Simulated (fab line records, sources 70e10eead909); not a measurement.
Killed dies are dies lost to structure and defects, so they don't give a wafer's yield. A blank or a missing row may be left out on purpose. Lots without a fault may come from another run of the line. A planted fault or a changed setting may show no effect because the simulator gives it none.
Tool commonality check | flow nand_harc | 14 lots, 42 wafers sampled

WHY IT WAS OPENED
At NHARC_P_CONTACT_INSPECT_27 the reading raw_defect_count is flagged on 2 of 14 lots. Wafers without a fault read 296, standard deviation 110.
Rule: a lot is flagged when every wafer of it that has a number lies more than 4 standard deviations from that mean, or none has a number. The other lots count as sound.

lot  | measured     | on                | raw_defect_count, wafer by wafer | flag
L959 | day 5 20:27  | defect_inspect-02 | 357 364 187                      |
L963 | day 6 12:59  | defect_inspect-01 | 223 588 539                      |
L962 | day 6 13:41  | defect_inspect-02 | 344 187 154                      |
L964 | day 7 09:44  | defect_inspect-02 | 300 423 535                      |
L965 | day 7 10:16  | defect_inspect-01 | 338 377 295                      |
L966 | day 7 14:37  | defect_inspect-02 | 193 253 228                      |
L968 | day 8 05:56  | defect_inspect-01 | 186 274 127                      |
L967 | day 8 06:11  | defect_inspect-01 | 2430 2444 2486                   | FLAGGED
L969 | day 8 15:53  | defect_inspect-02 | 2339 2246 2506                   | FLAGGED
L971 | day 8 23:12  | defect_inspect-02 | 219 305 207                      |
L975 | day 10 01:08 | defect_inspect-02 | 230 431 383                      |
L979 | day 10 21:27 | defect_inspect-02 | 269 196 400                      |
L980 | day 11 00:02 | defect_inspect-02 | 519 284 419                      |
L981 | day 11 02:10 | defect_inspect-02 | 306 261 346                      |
The numbers of the flagged lots are 2408 on average: +2112 against the usual, or +19 standard deviations.

WHICH TOOL RAN EACH LOT
The record holds 4 process steps before the reading, out of a route of 1159 steps. In each cell: the tool, then ch and the chambers that the sampled wafers went through, then the start.
lot  | flag    | NHARC_P_CONTACT_DESCUM_17          | NHARC_P_CONTACT_ETCH_36                       | NHARC_P_CONTACT_ETCH_18                       | NHARC_P_CONTACT_CMP_24
L959 |         | rie_diel-07 ch 2,3, day 5 14:05    | rie_diel-07 ch 0,2,3, day 5 20:02 or earlier  | rie_diel-07 ch 0,2,3, day 5 20:02 or earlier  | cmp-03 ch 1,3, day 5 20:02
L963 |         | rie_diel-07 ch 0,1, day 6 09:54    | rie_diel-07 ch 0,1,3, day 6 12:34 or earlier  | rie_diel-07 ch 0,1, day 6 12:34 or earlier    | cmp-04 ch 0,3, day 6 12:34
L962 |         | rie_diel-11 ch 0,1,2, day 6 10:26  | rie_diel-11 ch 1,2,3, day 6 13:17 or earlier  | rie_diel-11 ch 0,1,2, day 6 13:17 or earlier  | cmp-02 ch 0,2,3, day 6 13:17
L964 |         | rie_diel-07 ch 0,1, day 7 02:24    | rie_diel-07 ch 0,3, day 7 09:24 or earlier    | rie_diel-07 ch 0,2,3, day 7 09:24 or earlier  | cmp-03 ch 0,1,3, day 7 09:24
L965 |         | rie_diel-06 ch 2,3, day 7 03:15    | rie_diel-06 ch 1,2, day 7 09:52 or earlier    | rie_diel-06 ch 1,2,3, day 7 09:52 or earlier  | cmp-03 ch 0,1, day 7 09:52
L966 |         | rie_diel-11 ch 0,1,3, day 7 10:47  | rie_diel-11 ch 0,1, day 7 14:13 or earlier    | rie_diel-11 ch 0,1,2, day 7 14:13 or earlier  | cmp-02 ch 0,2,3, day 7 14:13
L968 |         | rie_diel-07 ch 0,2,3, day 8 02:50  | rie_diel-07 ch 1,3, day 8 05:34 or earlier    | rie_diel-07 ch 0,2,3, day 8 05:34 or earlier  | cmp-02 ch 1,2,3, day 8 05:34
L967 | FLAGGED | rie_diel-11 ch 0,1,2, day 8 03:01  | rie_diel-11 ch 0,2,3, day 8 05:47 or earlier  | rie_diel-11 ch 2,3, day 8 05:47 or earlier    | cmp-03 ch 1,3, day 8 05:47
L969 | FLAGGED | rie_diel-07 ch 0,2, day 8 07:59    | rie_diel-07 ch 0,1, day 8 15:29 or earlier    | rie_diel-07 ch 0,1,2, day 8 15:29 or earlier  | cmp-03 ch 0,2,3, day 8 15:29
L971 |         | rie_diel-07 ch 0,1,2, day 8 20:06  | rie_diel-07 ch 0,3, day 8 22:49 or earlier    | rie_diel-07 ch 1,2,3, day 8 22:49 or earlier  | cmp-03 ch 0,1,2, day 8 22:49
L975 |         | rie_diel-11 ch 1,2, day 9 21:38    | rie_diel-11 ch 0,1,2, day 10 00:46 or earlier | rie_diel-11 ch 0,2,3, day 10 00:46 or earlier | cmp-03 ch 1,2,3, day 10 00:46
L979 |         | rie_diel-11 ch 1,2, day 10 14:31   | rie_diel-11 ch 0,1, day 10 21:07 or earlier   | rie_diel-11 ch 0,1, day 10 21:07 or earlier   | cmp-04 ch 0,2,3, day 10 21:07
L980 |         | rie_diel-11 ch 0,2,3, day 10 20:56 | rie_diel-11 ch 0,3, day 10 23:38 or earlier   | rie_diel-11 ch 0,2,3, day 10 23:38 or earlier | cmp-03 ch 0,3, day 10 23:38
L981 |         | rie_diel-06 ch 1,2,3, day 10 22:59 | rie_diel-06 ch 0,1, day 11 01:45 or earlier   | rie_diel-06 ch 0,1,3, day 11 01:45 or earlier | cmp-03 ch 2,3, day 11 01:45
What these steps do:
- NHARC_P_CONTACT_DESCUM_17: chemistry O2, time 3 s.
- NHARC_P_CONTACT_ETCH_36: etches the open film in N2/H2, target depth 260 nm, time 406.25 s.
- NHARC_P_CONTACT_ETCH_18: etches the open film in C4F8/O2/Ar, target depth 481 nm, time 240.5 s.
- NHARC_P_CONTACT_CMP_24: polishes, t overpolish 30 s, target thk 200 nm.
- NHARC_P_CONTACT_INSPECT_27

FLAGGED OVER TOTAL, TOOL BY TOOL (the gauges that took the reading come last)
step                       | tool              | lots run | flagged | share of the flagged lots | sound lots run after its first flagged lot
NHARC_P_CONTACT_DESCUM_17  | rie_diel-06       | 2        | 0       | none                      | -
NHARC_P_CONTACT_DESCUM_17  | rie_diel-07       | 6        | 1       | some                      | 1 (L971)
NHARC_P_CONTACT_DESCUM_17  | rie_diel-11       | 6        | 1       | some                      | 3 (L975,L979,L980)
NHARC_P_CONTACT_ETCH_36    | rie_diel-06       | 2        | 0       | none                      | -
NHARC_P_CONTACT_ETCH_36    | rie_diel-07       | 6        | 1       | some                      | 1 (L971)
NHARC_P_CONTACT_ETCH_36    | rie_diel-11       | 6        | 1       | some                      | 3 (L975,L979,L980)
NHARC_P_CONTACT_ETCH_18    | rie_diel-06       | 2        | 0       | none                      | -
NHARC_P_CONTACT_ETCH_18    | rie_diel-07       | 6        | 1       | some                      | 1 (L971)
NHARC_P_CONTACT_ETCH_18    | rie_diel-11       | 6        | 1       | some                      | 3 (L975,L979,L980)
NHARC_P_CONTACT_CMP_24     | cmp-02            | 3        | 0       | none                      | -
NHARC_P_CONTACT_CMP_24     | cmp-03            | 9        | 2       | all                       | 4 (L971,L975,L980,L981)
NHARC_P_CONTACT_CMP_24     | cmp-04            | 2        | 0       | none                      | -
NHARC_P_CONTACT_INSPECT_27 | defect_inspect-01 | 4        | 1       | some                      | 0
NHARC_P_CONTACT_INSPECT_27 | defect_inspect-02 | 10       | 1       | some                      | 5 (L971,L975,L979,L980,L981)
NHARC_P_CONTACT_ETCH_36 gives no start for some lots, so the hours and the order of its lots are those of NHARC_P_CONTACT_CMP_24. NHARC_P_CONTACT_ETCH_18 gives no start for some lots, so the hours and the order of its lots are those of NHARC_P_CONTACT_CMP_24.

WHAT THE TABLE ALLOWS
1 row of the table ran every flagged lot: cmp-03 at NHARC_P_CONTACT_CMP_24.
- cmp-03 at NHARC_P_CONTACT_CMP_24: 2 of its 9 lots flagged. Sound lots ran on it after the first flagged one (L971, L975, L980, L981), which a lasting fault on the whole tool wouldn't allow. On the flagged lots its readings are blank where sound lots have values: edge_zone_pressure_frac, motor_current_A, overpolish_run_s, slurry_flow_ml_min and 1 more.
No row of the table ran every flagged lot and no sound lot after the first.

WHAT THE SIMULATOR HAD PUT IN
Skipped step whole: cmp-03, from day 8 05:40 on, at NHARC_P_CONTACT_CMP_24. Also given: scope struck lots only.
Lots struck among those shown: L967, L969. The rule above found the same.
